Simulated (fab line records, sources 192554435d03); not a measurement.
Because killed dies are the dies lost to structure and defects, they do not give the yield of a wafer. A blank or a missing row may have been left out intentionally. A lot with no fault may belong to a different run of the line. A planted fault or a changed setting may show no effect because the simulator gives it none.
fab line records | flow n5-finfet
record: lots: 5 | wafers: 15 | last-day: 18
route steps=1938 shown BEOL_M12@1636 BEOL_M13@1659 PASSIVATION@1936
lots with no fault: from the same line, run without faults
start-h: hours from the record's opening day to when the first of the lot's shown wafers began | wait-h: hours elapsed since this lot's preceding step | " the same as in the row above | L1.1+2: one row covering several wafers at once | - no value, or no start given | * or withheld: withheld | < > ~ a bound
route shown NAME@n: a module of which the file shows steps, and the number in the route of the first | usual: average and standard deviation across the fault-free wafers | same: alike in all rows | chamber/n: place in a boat | sites: per-site readings | _std_site: how widely they spread, as a standard deviation | _edge_site: the outer-site mean with the inner-site mean subtracted | radius-mm: how far each site lies from the wafer's centre | mask NAME#n: copy n | behind: the most recent tool/chamber to have shaped the wafer | hold: the reason the lot was held/the length of the hold in hours/how it ended | device: the n, p or np transistor that did not switch | end of line: the tests these same wafers got at the end of their route | for a step that has no rows: nothing shown but its recipe | killed: dies that structure and defects cost at the first sort, which is not the same as the wafer's yield | map: the dies of a wafer, with x for killed, . for not killed, _ for no die there
set.NAME: the setting as run; set.NAME@STEP: as run at that earlier step | model.NAME: the simulator's own value behind a step, which no gauge read
lots at selected steps of the route; one table per step, one row per wafer
services: the hour from which a tool's chamber was out of use, counted from the record's first day as start-h (under 0 if before that day), plus the number of hours and why
== steps ==
step: N5_BEOL_M12_ETCH_67
recipe: chemistry: CF4 | target: SiARC | target-depth-a: 1430 | time-s: 238.3 | ion-energy-ev: 80 | pressure-mtorr: 40 | source-w: 545 | bias-w: 36 | Ar_flow_sccm: 100 | cf4-flow-sccm: 100 | ends: cleared
step: N5_BEOL_M12_ETCH_68
recipe: chemistry: N2/H2 | target: SOC | mask-material: SiARC | source-w: 3000 | bias-w: 350 | temp-c: 40 | time-s: 285 | ion-energy-ev: 200 | pressure-mtorr: 30 | n2-flow-sccm: 200 | h2-flow-sccm: 200
step: N5_BEOL_M12_STRIP_69
recipe: chemistry: N2/H2 | temp-c: 40 | n2-flow-sccm: 200 | h2-flow-sccm: 200 | rf-frequency-hz: 6e+07
step: N5_BEOL_M12_TRENCH_ETCH_34
recipe: chemistry: C4F8/O2/Ar | target: SiOC | target-depth-a: 3189.5 | mask-material: SOC | pressure-mtorr: 30 | source-w: 3000 | bias-w: 700 | Ar_flow_sccm: 400 | C4F8_flow_sccm: 15 | O2_flow_sccm: 8 | he-inner-torr: 15 | he-outer-torr: 30 | time-s: 125.5 | ion-energy-ev: 250
step: N5_BEOL_M12_STRIP_70
recipe: chemistry: C4F8/O2/Ar | resist: SiARC | rf-frequency-hz: 6e+07
step: N5_BEOL_M12_OCD_MEAS_35
usual: trench-depth-nm: 316/4.1
lot.wafer | tool   | chamber | start-h | wait-h | trench-depth-nm
L101.2    | ocd-02 | -       | 272.92  | 0.0    | 321
L101.4    | "      | -       | "       | "      | 318
L101.6    | "      | -       | "       | "      | 323
L113.2    | ocd-02 | -       | 343.89  | 0.0    | 319
L113.3    | "      | -       | "       | "      | 315
L113.6    | "      | -       | "       | "      | 314
L119.1    | ocd-02 | -       | 376.10  | 0.0    | 314
L119.4    | "      | -       | "       | "      | 318
L119.5    | "      | -       | "       | "      | 312
L120.2    | ocd-02 | -       | 391.47  | 0.0    | 315
L120.4    | "      | -       | "       | "      | 319
L120.6    | "      | -       | "       | "      | 315
L124.2    | ocd-01 | -       | 406.05  | 0.0    | 316
L124.5    | "      | -       | "       | "      | 315
L124.6    | "      | -       | "       | "      | 318
step: N5_BEOL_M12_STRIP_37
recipe: chemistry: N2/H2 | power-w: 1000 | temp-c: 250 | h2-frac: 0.65 | overash-fraction: 0.3 | pressure-mtorr: withheld | n2-flow-sccm: 1750 | h2-flow-sccm: 3250
step: N5_BEOL_M12_ETCH_38
recipe: chemistry: CF4/N2 | target: SiCN | target-depth-a: 687 | taper-deg: 2 | time-s: 73.4 | ion-energy-ev: 150 | mask-material: SiO2 | pressure-mtorr: 40 | source-w: 430 | bias-w: 70 | Ar_flow_sccm: 100 | cf4-flow-sccm: 60 | n2-flow-sccm: 60
step: N5_BEOL_M12_PRECLEAN_39
recipe: chemistry: residue-remover | time-s: 60 | temp-c: 40
step: N5_BEOL_M12_SRD_40
recipe: time-s: 30 | temp-c: 23 | rinse-liquid: diw | dry: n2-spin | spin-rpm: 1500 | dry-time-s: 30
step: N5_BEOL_M12_DEGAS_41
recipe: ambient: vacuum | temp-c: 250 | time-s: 60
usual: heater-power-w: 338/21
lot.wafer | tool           | chamber | start-h | wait-h | heater-power-w
L101.2    | pvd-sputter-01 | -       | 274.92  | 0.9    | 320
L101.4    | "              | -       | "       | "      | 324
L101.6    | "              | -       | "       | "      | 336
L113.2    | pvd-sputter-02 | -       | 346.57  | 0.2    | 347
L113.3    | "              | -       | "       | "      | 375
L113.6    | "              | -       | "       | "      | 327
L119.1    | pvd-sputter-03 | -       | 377.15  | 0.4    | 319
L119.4    | "              | -       | "       | "      | 371
L119.5    | "              | -       | "       | "      | 324
L120.2    | pvd-sputter-03 | -       | 398.10  | 0.2    | 322
L120.4    | "              | -       | "       | "      | 365
L120.6    | "              | -       | "       | "      | 318
L124.2    | pvd-sputter-01 | -       | 406.50  | 0.2    | 332
L124.5    | "              | -       | "       | "      | 344
L124.6    | "              | -       | "       | "      | 341
step: N5_BEOL_M12_PRE_CLEAN_42
recipe: gas: H2/He | time-s: 30 | temp-c: 250
step: N5_BEOL_M12_SPUTTER_43
recipe: material: TaN | target-thk-a: 150 | temp-c: 50 | bias-v: 168.6 | power-w: 15000 | chamber-pressure-pa: 0.12 | time-s: 24.19
usual: bias-v: 168.8/1.7 | throttle-valve-pct: 30.0/1.2
lot.wafer | tool           | chamber | start-h | wait-h | bias-v | throttle-valve-pct
L101.2    | pvd-sputter-01 | -       | 275.00  | 0.0    | 168.8  | 30.6
L101.4    | "              | -       | "       | "      | 169.7  | 31.4
L101.6    | "              | -       | "       | "      | 166.1  | 31.3
L113.2    | pvd-sputter-02 | -       | 346.66  | 0.0    | 166.6  | 28.5
L113.3    | "              | -       | "       | "      | 167.8  | 30.4
L113.6    | "              | -       | "       | "      | 167.3  | 28.6
L119.1    | pvd-sputter-03 | -       | 377.23  | 0.0    | 169.3  | 30.1
L119.4    | "              | -       | "       | "      | 169.8  | 28.3
L119.5    | "              | -       | "       | "      | 171.5  | 30.3
L120.2    | pvd-sputter-03 | -       | 398.18  | 0.0    | 167.5  | 30.4
L120.4    | "              | -       | "       | "      | 170.9  | 28.2
L120.6    | "              | -       | "       | "      | 167.6  | 30.2
L124.2    | pvd-sputter-01 | -       | 406.58  | 0.0    | 172.0  | 31.6
L124.5    | "              | -       | "       | "      | 170.9  | 31.4
L124.6    | "              | -       | "       | "      | 170.9  | 31.8
step: N5_BEOL_M12_SPUTTER_44
recipe: material: Ta | target-thk-a: 100 | temp-c: 50 | bias-v: 80 | power-w: 15000 | chamber-pressure-pa: 0.07 | time-s: 16.13
step: N5_BEOL_M12_SPUTTER_45
recipe: material: Cu | target-thk-a: 800 | temp-c: -20 | bias-v: 60 | power-w: 26000 | chamber-pressure-pa: 0.13 | time-s: 13.33
usual: bias-v: 60.0/0.63 | throttle-valve-pct: 30.0/1.2
lot.wafer | tool           | chamber | start-h | wait-h | bias-v | throttle-valve-pct
L101.2    | pvd-sputter-01 | -       | 275.16  | 0.0    | 59.1   | 30.8
L101.4    | "              | -       | "       | "      | 59.9   | 31.4
L101.6    | "              | -       | "       | "      | 60.9   | 31.7
L113.2    | pvd-sputter-02 | -       | 346.83  | 0.0    | 60.0   | 28.7
L113.3    | "              | -       | "       | "      | 58.8   | 30.4
L113.6    | "              | -       | "       | "      | 60.6   | 28.5
L119.1    | pvd-sputter-03 | -       | 377.39  | 0.0    | 59.9   | 30.5
L119.4    | "              | -       | "       | "      | 58.7   | 28.3
L119.5    | "              | -       | "       | "      | 59.6   | 30.3
L120.2    | pvd-sputter-03 | -       | 398.34  | 0.0    | 59.5   | 30.5
L120.4    | "              | -       | "       | "      | 61.3   | 28.4
L120.6    | "              | -       | "       | "      | 60.5   | 30.0
L124.2    | pvd-sputter-01 | -       | 406.74  | 0.0    | 61.4   | 31.5
L124.5    | "              | -       | "       | "      | 60.9   | 31.4
L124.6    | "              | -       | "       | "      | 60.7   | 31.6
step: N5_BEOL_M12_ECD_47
recipe: material: Cu | target-thk-a: 7200
step: N5_BEOL_M12_ANNEAL_48
recipe: temp-c: 225 | time-s: 90 | ambient: N2
step: N5_BEOL_M12_CMP_49
recipe: stop-on: SiOC | t-overpolish-s: 20.6 | down-force-psi: 1 | platen-rpm: 50 | clearing-platen-down-force-psi: 1.5 | clearing-platen-rpm: 50 | post-cmp-clean: cu-alkaline | target-thk-nm: 320 | clearing-platen-pad-velocity-m-s: 0.99484 | pad-velocity-m-s: 0.99484
step: N5_BEOL_M12_THK_MEAS_50
recipe: thk-meas-gauge: xrf | reads: Cu_of_BEOL_M12_ECD_47
usual: M12_THK: 317/5.8
lot.wafer | tool          | chamber | start-h | wait-h | M12_THK[nm]
L101.2    | film-metro-02 | -       | 276.01  | -      | 322
L101.4    | "             | -       | "       | "      | 320
L101.6    | "             | -       | "       | "      | 323
L113.2    | film-metro-02 | -       | 347.90  | -      | 321
L113.3    | "             | -       | "       | "      | 319
L113.6    | "             | -       | "       | "      | 317
L119.1    | film-metro-02 | -       | 378.66  | -      | 315
L119.4    | "             | -       | "       | "      | 318
L119.5    | "             | -       | "       | "      | 313
L120.2    | film-metro-01 | -       | 399.74  | -      | 313
L120.4    | "             | -       | "       | "      | 321
L120.6    | "             | -       | "       | "      | 314
L124.2    | film-metro-01 | -       | 407.60  | -      | 314
L124.5    | "             | -       | "       | "      | 314
L124.6    | "             | -       | "       | "      | 316
step: N5_BEOL_M12_PRE_CLEAN_52
recipe: gas: NH3 | time-s: 15 | temp-c: withheld | rf-power-w: 300
step: N5_BEOL_M12_DEP_53
recipe: material: SiCN | target-thk-a: 300 | temp-c: withheld | precursor: 3MS/NH3 | pressure-torr: 3 | rf-w: 675 | time-s: 10.5
usual: rf-fwd-power-W: 666/3.2 | showerhead-plenum-p-Torr: 4.176/0.025 | throttle-valve-pct: 18.3/1.9
lot.wafer | tool     | chamber | start-h | wait-h | rf-fwd-power-W | showerhead-plenum-p-Torr | throttle-valve-pct
L101.2    | pecvd-01 | 1       | 276.07  | 0.0    | 667            | 4.192                    | 18.3
L101.4    | "        | 1       | "       | "      | 665            | 4.193                    | 18.3
L101.6    | "        | 0       | "       | "      | 658            | 4.205                    | 17.4
L113.2    | pecvd-01 | 2       | 347.96  | 0.0    | 662            | 4.156                    | 17.3
L113.3    | "        | 1       | "       | "      | 666            | 4.196                    | 18.5
L113.6    | "        | 0       | "       | "      | 658            | 4.196                    | 16.9
L119.1    | pecvd-01 | 2       | 378.72  | 0.0    | 665            | 4.141                    | 17.1
L119.4    | "        | 0       | "       | "      | 661            | 4.197                    | 17.0
L119.5    | "        | 1       | "       | "      | 668            | 4.188                    | 18.3
L120.2    | pecvd-04 | 0       | 399.82  | 0.0    | 669            | 4.148                    | 17.2
L120.4    | "        | 0       | "       | "      | 666            | 4.148                    | 17.4
L120.6    | "        | 0       | "       | "      | 667            | 4.151                    | 17.1
L124.2    | pecvd-03 | 0       | 407.67  | 0.0    | 669            | 4.153                    | 21.8
L124.5    | "        | 2       | "       | "      | 666            | 4.196                    | 16.5
L124.6    | "        | 0       | "       | "      | 670            | 4.138                    | 21.8
step: N5_BEOL_M12_RS_MEAS_54
recipe: thk-meas-gauge: four-point-probe | reads: Cu_of_BEOL_M12_ECD_47+Ta_of_BEOL_M12_SPUTTER_44+TaN_of_BEOL_M12_SPUTTER_43
usual: M12_RS: 0.0606/0.00087
lot.wafer | tool          | chamber | start-h | wait-h | M12_RS[ohm/sq]
L101.2    | film-metro-02 | -       | 276.14  | 0.0    | 0.0596
L101.4    | "             | -       | "       | "      | 0.0601
L101.6    | "             | -       | "       | "      | 0.0593
L113.2    | film-metro-01 | -       | 348.03  | 0.0    | 0.0608
L113.3    | "             | -       | "       | "      | 0.0611
L113.6    | "             | -       | "       | "      | 0.0615
L119.1    | film-metro-01 | -       | 378.79  | 0.0    | 0.0609
L119.4    | "             | -       | "       | "      | 0.0605
L119.5    | "             | -       | "       | "      | 0.0615
L120.2    | film-metro-01 | -       | 399.90  | 0.1    | 0.0609
L120.4    | "             | -       | "       | "      | 0.0597
L120.6    | "             | -       | "       | "      | 0.0607
L124.2    | film-metro-02 | -       | 407.75  | 0.1    | 0.0608
L124.5    | "             | -       | "       | "      | 0.0606
L124.6    | "             | -       | "       | "      | 0.0603
step: N5_BEOL_M13_ILD_DEP_00
recipe: material: SiOC | target-thk-a: 8379.2 | temp-c: 350 | precursor: DEMS/O2 | pressure-torr: 5 | rf-w: 500 | time-s: 166.4
step: N5_BEOL_M13_THK_MEAS_01
recipe: reads: SiOC_of_BEOL_M13_ILD_DEP_00
usual: M13_ILD_THK: 836/10
lot.wafer | tool          | chamber | start-h | wait-h | M13_ILD_THK[nm]
L101.2    | film-metro-01 | -       | 276.35  | 0.1    | 845
L101.4    | "             | -       | "       | "      | 865
L101.6    | "             | -       | "       | "      | 836
L113.2    | film-metro-02 | -       | 348.24  | 0.1    | 821
L113.3    | "             | -       | "       | "      | 833
L113.6    | "             | -       | "       | "      | 840
L119.1    | film-metro-01 | -       | 379.00  | 0.1    | 822
L119.4    | "             | -       | "       | "      | 844
L119.5    | "             | -       | "       | "      | 833
L120.2    | film-metro-01 | -       | 400.11  | 0.1    | 831
L120.4    | "             | -       | "       | "      | 841
L120.6    | "             | -       | "       | "      | 849
L124.2    | film-metro-01 | -       | 407.96  | 0.1    | 831
L124.5    | "             | -       | "       | "      | 844
L124.6    | "             | -       | "       | "      | 845
step: N5_BEOL_M13_COAT_58
recipe: resist: BARC | temp-c: 205 | time-s: 60 | spin-rpm: 1500 | resist-thk-nm: 89
step: N5_BEOL_M13_COAT_04
recipe: spin-rpm: 1625 | resist-thk-nm: 400
step: N5_BEOL_M13_EBR_06
recipe: solvent: PGMEA | ebr-width-mm: 1.5
step: N5_BEOL_M13_SOFTBAKE_05
recipe: temp-c: 130 | time-s: 60
step: N5_BEOL_M13_EXPOSE_07
recipe: mask-id: V12 | na: 0.93 | source-shape: conventional | sigma-outer: 0.6 | polarization: unpolarized | attpsm-phase-deg: 180 | dose-mj: 24.8
step: N5_BEOL_M13_PEB_08
recipe: peb-temp-c: 130 | peb-time-s: 90
step: N5_BEOL_M13_DEVELOP_09
recipe: develop-time-s: 45 | rinse-liquid: diw | dry: air-spin | dev-temp-c: 21
step: N5_BEOL_M13_HARDBAKE_14
recipe: temp-c: 130 | time-s: 120
step: N5_BEOL_M13_CD_MEAS_10
recipe: target-cd-nm: 190 | landing-energy-ev: 500 | detector: se-inlens | polarity: opening
usual: cd-nm: 189.4/1.8
same: landing-energy-ev: 500
lot.wafer | tool      | chamber | start-h | wait-h | cd-nm
L101.2    | cd-sem-03 | 0       | 276.79  | -      | 192.3
L101.4    | "         | 0       | "       | "      | 192.4
L101.6    | "         | 0       | "       | "      | 192.4
L113.2    | cd-sem-03 | 0       | 348.81  | -      | 189.0
L113.3    | "         | 0       | "       | "      | 188.3
L113.6    | "         | 0       | "       | "      | 189.1
L119.1    | cd-sem-02 | 0       | 379.30  | -      | 186.4
L119.4    | "         | 0       | "       | "      | 184.3
L119.5    | "         | 0       | "       | "      | 186.3
L120.2    | cd-sem-01 | 0       | 400.42  | -      | 189.8
L120.4    | "         | 0       | "       | "      | 190.1
L120.6    | "         | 0       | "       | "      | 190.0
L124.2    | cd-sem-01 | 0       | 408.27  | -      | 187.6
L124.5    | "         | 0       | "       | "      | 188.0
L124.6    | "         | 0       | "       | "      | 187.4
step: N5_BEOL_M13_OVL_MEAS_11
recipe: points-per-wafer: 44
usual: V12_OVL: -3/5.7
lot.wafer | tool       | chamber | start-h | wait-h | V12_OVL[nm]
L101.2    | overlay-02 | 0       | 276.81  | 0.0    | 4
L101.4    | "          | 0       | "       | "      | 8
L101.6    | "          | 0       | "       | "      | 5
L113.2    | overlay-02 | 0       | 348.84  | 0.0    | 0
L113.3    | "          | 0       | "       | "      | -2
L113.6    | "          | 0       | "       | "      | 5
L119.1    | overlay-02 | 0       | 379.33  | 0.0    | -11
L119.4    | "          | 0       | "       | "      | -5
L119.5    | "          | 0       | "       | "      | -11
L120.2    | overlay-02 | 0       | 400.44  | 0.0    | 4
L120.4    | "          | 0       | "       | "      | -5
L120.6    | "          | 0       | "       | "      | -2
L124.2    | overlay-02 | 0       | 408.30  | 0.0    | 0
L124.5    | "          | 0       | "       | "      | 3
L124.6    | "          | 0       | "       | "      | -2
step: N5_BEOL_M13_DESCUM_15
recipe: chemistry: O2 | time-s: 7.9 | source-power-w: 50 | bias-power-w: 20 | pressure-mtorr: 20 | rf-frequency-hz: 2.712e+07 | temp-c: 40 | o2-flow-sccm: 225
usual: drypump-motor-current-A: 5.9/0.34 | oes-product-au: 0.81/0.087 | rf-fwd-power-W: 49.38/0.27 | rf-vpp-V: 243.6/1.3 | showerhead-plenum-p-Torr: 2.12/0.062 | throttle-valve-pct: 20.44/0.23
lot.wafer | tool        | chamber | start-h | wait-h | drypump-motor-current-A | oes-product-au | rf-fwd-power-W | rf-hours-counter-h | rf-vpp-V | showerhead-plenum-p-Torr | throttle-valve-pct
L101.2    | rie-diel-02 | 2       | 276.97  | 0.1    | 6.2                     | 0.67           | 49.50          | 241                | 244.2    | 2.05                     | 20.37
L101.4    | "           | 3       | "       | "      | 6.2                     | 0.86           | 49.50          | 57                 | 246.3    | 2.22                     | 20.45
L101.6    | "           | 2       | "       | "      | 6.2                     | 0.67           | 49.64          | -                  | 242.1    | 2.05                     | 20.32
L113.2    | rie-diel-01 | 2       | 348.89  | 0.0    | 5.8                     | 0.91           | 49.27          | 51                 | 243.9    | 2.21                     | 20.30
L113.3    | "           | 3       | "       | "      | 5.8                     | 0.80           | 49.45          | 107                | 244.6    | 2.10                     | 20.47
L113.6    | "           | 3       | "       | "      | 5.8                     | 0.80           | 49.29          | -                  | 242.1    | 2.10                     | 20.45
L119.1    | rie-diel-01 | 0       | 379.39  | 0.0    | 6.3                     | 0.78           | 49.59          | 116                | 243.5    | 2.09                     | 20.63
L119.4    | "           | 0       | "       | "      | 6.3                     | 0.78           | 49.55          | -                  | 245.3    | 2.09                     | 20.62
L119.5    | "           | 2       | "       | "      | 5.9                     | 0.89           | 49.05          | -                  | 243.2    | 2.21                     | 20.33
L120.2    | rie-diel-01 | 2       | 400.50  | 0.0    | 5.9                     | 0.88           | 48.88          | 69                 | 244.1    | 2.20                     | 20.34
L120.4    | "           | 1       | "       | "      | 5.8                     | 0.83           | 49.51          | 58                 | 244.7    | 2.14                     | 20.61
L120.6    | "           | 2       | "       | "      | 5.8                     | 0.88           | 48.98          | -                  | 245.7    | 2.20                     | 20.35
L124.2    | rie-diel-02 | 0       | 408.36  | 0.0    | 5.4                     | 0.71           | 49.11          | 234                | 244.4    | 2.14                     | 20.95
L124.5    | "           | 0       | "       | "      | 5.5                     | 0.71           | 48.99          | -                  | 244.4    | 2.14                     | 20.95
L124.6    | "           | 1       | "       | "      | 5.7                     | 0.83           | 49.41          | -                  | 242.1    | 2.10                     | 20.18
step: N5_BEOL_M13_ETCH_59
recipe: chemistry: N2/H2 | target: BARC | target-depth-a: 890 | overetch-a: 267 | time-s: 67.9 | ion-energy-ev: 200 | pressure-mtorr: 30 | source-w: 840 | bias-w: 150 | n2-flow-sccm: 200 | h2-flow-sccm: 200
usual: drypump-motor-current-A: 5.9/0.34 | oes-product-au: 0.69/0.071 | rf-fwd-power-W: 833/3.6 | rf-vpp-V: 524.9/2.1 | showerhead-plenum-p-Torr: 2.58/0.072 | throttle-valve-pct: 17.88/0.24
lot.wafer | tool        | chamber | start-h | wait-h | drypump-motor-current-A | oes-product-au | rf-fwd-power-W | rf-hours-counter-h | rf-vpp-V | showerhead-plenum-p-Torr | throttle-valve-pct
L101.2    | rie-diel-02 | 2       | 277.01  | 0.0    | 6.2                     | 0.58           | 833            | 241                | 523.6    | 2.52                     | 17.93
L101.4    | "           | 3       | "       | "      | 6.2                     | 0.73           | 835            | 57                 | 527.4    | 2.69                     | 17.85
L101.6    | "           | 2       | "       | "      | 6.2                     | 0.58           | 834            | -                  | 522.4    | 2.52                     | 17.91
L113.2    | rie-diel-01 | 2       | 348.93  | 0.0    | 5.9                     | 0.76           | 827            | 51                 | 526.6    | 2.67                     | 17.60
L113.3    | "           | 3       | "       | "      | 5.8                     | 0.69           | 833            | 107                | 524.3    | 2.55                     | 17.88
L113.6    | "           | 3       | "       | "      | 5.9                     | 0.68           | 835            | -                  | 523.8    | 2.55                     | 17.89
L119.1    | rie-diel-01 | 0       | 379.43  | 0.0    | 6.3                     | 0.67           | 838            | 116                | 524.6    | 2.58                     | 18.25
L119.4    | "           | 0       | "       | "      | 6.3                     | 0.68           | 836            | -                  | 523.2    | 2.58                     | 18.26
L119.5    | "           | 2       | "       | "      | 5.9                     | 0.74           | 830            | -                  | 527.2    | 2.67                     | 17.63
L120.2    | rie-diel-01 | 2       | 400.54  | 0.0    | 5.9                     | 0.73           | 828            | 69                 | 528.1    | 2.66                     | 17.65
L120.4    | "           | 1       | "       | "      | 5.8                     | 0.72           | 833            | 58                 | 524.9    | 2.60                     | 17.98
L120.6    | "           | 2       | "       | "      | 5.8                     | 0.73           | 827            | -                  | 527.4    | 2.66                     | 17.66
L124.2    | rie-diel-02 | 0       | 408.39  | 0.0    | 5.5                     | 0.60           | 828            | 234                | 526.6    | 2.61                     | 18.39
L124.5    | "           | 0       | "       | "      | 5.5                     | 0.60           | 827            | -                  | 525.2    | 2.61                     | 18.39
L124.6    | "           | 1       | "       | "      | 5.7                     | 0.70           | 833            | -                  | 525.6    | 2.57                     | 17.72
step: N5_BEOL_M13_VIA_ETCH_16
recipe: chemistry: C4F8/O2/Ar | target: SiOC | pressure-mtorr: 30 | source-w: 3000 | bias-w: 700 | Ar_flow_sccm: 400 | C4F8_flow_sccm: 15 | O2_flow_sccm: 8 | he-inner-torr: 15 | he-outer-torr: 30 | target-depth-a: 9217 | time-s: withheld | ion-energy-ev: 250 | ends: cleared
step: N5_BEOL_M13_STRIP_63
recipe: chemistry: N2/H2 | power-w: 1000 | temp-c: 250 | h2-frac: 0.65 | overash-fraction: 0.3 | pressure-mtorr: 1000 | n2-flow-sccm: 1750 | h2-flow-sccm: 3250
step: N5_BEOL_M13_STRIP_64
recipe: chemistry: N2/H2 | power-w: 1000 | temp-c: 250 | h2-frac: 0.65 | overash-fraction: 0.3 | pressure-mtorr: withheld | n2-flow-sccm: 1750 | h2-flow-sccm: 3250
step: N5_BEOL_M13_STRIP_71
recipe: chemistry: post-etch-residue-remover | time-s: 60 | temp-c: 25 | remover-ph: withheld | remover-water-wt-pct: withheld | remover-fluoride-wt-pct: withheld
step: N5_PASSIVATION_PROBE_49
usual: defect-limited-yield: 91.2/1.4 | killed_at_M0_to_M3: 34/9.4 | killed_at_M4_up: 14/5.6 | killed-at-contacts: 13/7.8 | killed-at-front-end: 37/10 | killed-at-other: 4/3.3 | killed-dies: 103/17 | killed-on-rim: 14/3.5 | killed-open: 68/13 | killed-short: 33/8.2 | sort_bin_5_function: 5.1/0.92 | sort_bin_6_memory: 3.3/0.71 | sort-n-pass: 1077/17 | sort-yield-pct: 91.2/1.4
same: gross-dies: 1180 | killed-at-back-side: 0 | sort_bin_4_leakage[%]: 0 | sort_bin_8_speed[%]: 0
lot.wafer | tool      | chamber | start-h | wait-h | defect-limited-yield[%] | killed_at_M0_to_M3 | killed_at_M4_up | killed-at-contacts | killed-at-front-end | killed-at-other | killed-dies | killed-on-rim | killed-open | killed-short | sort_bin_5_function[%] | sort_bin_6_memory[%] | sort-n-pass | sort-yield-pct[%]
L120.4    | prober-02 | -       | 434.95  | 0.2    | 83.7                    | 36                 | 121             | 5                  | 28                  | 2               | 192         | 28            | 53          | 31           | 9.5                    | 3.0                  | 988         | 83.7
killed by level:class
L120.4 BEOL_M12:unspecified=101 BEOL_M3:geometric-particle:open=14 FIN_SAQP:geometric-particle:short=10 BEOL_M4:geometric-particle:open=10 BEOL_M1:geometric-particle:open=6 HKMG_FIN:area-etch=6 MOL_CONTACT_COAG:geometric-particle:open=5 BEOL_M0_SAQP:geometric-particle:open=5
map L120.4 (x killed, . not)
_________________............________________
______________...x.......x......_____________
___________..x....x................__________
__________............x............._________
________....x......x............x....._______
_______...............x................______
______.x...............x.....x..x......x_____
_____...........x........................____
____........x.............x.......x.......___
___..........x.....x...x................x..__
___....................................x.xx__
__...............................x.......xxx_
__...........................x..x....xxxxxxx_
_........x.......x.xx............x...x.xxxxxx
_..............x.x...x.....x......xxxxxxxxxxx
_................xx.............x.xx.xxxxxxxx
_......x....x.............x.......xxxxxxxxxxx
_............................x...x.xxxxxxxxxx
_............x.........x............xxxxxxxxx
_.............................x....xxxxxxxxxx
_.x................................xxxxxxxxxx
__.................x.....x.........x..x.xxxx_
__...x.......x................x.....xx..xxxx_
___xx...x........x.x..........x........x.x.__
___...x..x.xx..........x.....x.............__
____x..x.xx.............x.......x........x___
_____...................x..x...x.........____
______....x........................x...._____
_______.........................x......______
________.............................._______
__________..x.....xx...........x...x_________
___________......x.....x.....x.....__________
______________.............x...x_____________
_________________....x.......________________
map L119.1 (x killed, . not)
_________________............________________
______________.................._____________
___________..x.....................__________
__________....x.x.....x.x...x...x..._________
________........x......xx..........xx._______
_______...........x.........x..........______
______.......x......x.......x..........x_____
_____......x......x..........x........x..____
____........x.....x.....x.....x.......xx..___
___.x............x........x........x......x__
___...x....................................__
__...xx.......................x.........x.x._
__x............x...........x.........xx....._
_.....x...........x...................x.....x
_............................................
_................x.......x.x......x..x.......
_....................x...x...x.............x.
_x......................................x.x..
_............................................
_...........................x.x..........x...
_..................x.............xx.......x..
__.x...........x...................x......xx_
__.........................................._
___....................x..x................__
___.............x..x..............x.x.....x__
____.....x...x.....x.x.....x..........x...___
_____.........................x..x.......____
______...........x.....................x_____
_______....x.x........x..............x.______
________.......................x......_______
__________...........x......x......._________
___________........................__________
______________.................._____________
_________________.....x.....x________________
== services ==
tool        | chamber | start-h | hours | kind
rie-diel-01 | 3       | 252.29  | 4.1   | repair
pecvd-03    | 1       | 263.70  | 5.5   | scheduled-down
rie-diel-02 | -       | 263.90  | 1.7   | repair
pecvd-04    | -       | 305.66  | 14.0  | repair
rie-diel-01 | 0       | 309.55  | 5.6   | repair
rie-diel-02 | 2       | 313.40  | -     | clean
rie-diel-02 | 2       | 313.40  | -     | consumable-replace:focus-ring
rie-diel-02 | 2       | 313.40  | 18.2  | scheduled-down
rie-diel-02 | 2       | 313.40  | 18.2  | vent-cycle
rie-diel-01 | -       | 320.61  | 2.8   | pm
pecvd-01    | 1       | 331.69  | -     | calibration
pecvd-01    | 0       | 340.13  | 6.7   | repair
pecvd-04    | 0       | 359.54  | 2.1   | scheduled-down
pecvd-03    | -       | 366.32  | 6.0   | pm
pecvd-04    | 2       | 368.09  | 2.1   | scheduled-down
pecvd-01    | 0       | 369.92  | 5.3   | repair
rie-diel-01 | 3       | 370.74  | 13.1  | repair
rie-diel-02 | 3       | 383.28  | 7.3   | repair
pecvd-03    | 1       | 383.62  | -     | clean
pecvd-03    | 1       | 383.62  | -     | consumable-replace:showerhead
pecvd-03    | 1       | 383.62  | 29.0  | scheduled-down
pecvd-03    | 1       | 383.62  | 29.0  | vent-cycle
pecvd-03    | -       | 390.43  | 2.8   | pm
pecvd-04    | 1       | 399.37  | 5.4   | repair
== key ==
first-sign: step: N5_PASSIVATION_PROBE_49 | reading: killed_at_M4_up | direction: up | sigmas: 19 | usual: 14 | struck: 121
effect: step: N5_PASSIVATION_PROBE_49 | reading: defect-limited-yield | direction: down | sigmas: 5.2 | usual: 91.2 | struck: 83.7
more-kills-born-at: N5_BEOL_M12_SPUTTER_43@pvd-sputter-03: 101
met-at N5_BEOL_M12_SPUTTER_43
struck-wafers L120.4
onset-between 377.23 398.18
fault: kind: chamber-particle-source | tool: pvd-sputter-03 | chamber: - | onset-h: 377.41 | steps: N5_BEOL_M12_SPUTTER_43 | rate-per-visit-cm2: 1.8448 | scope: struck-wafers-only
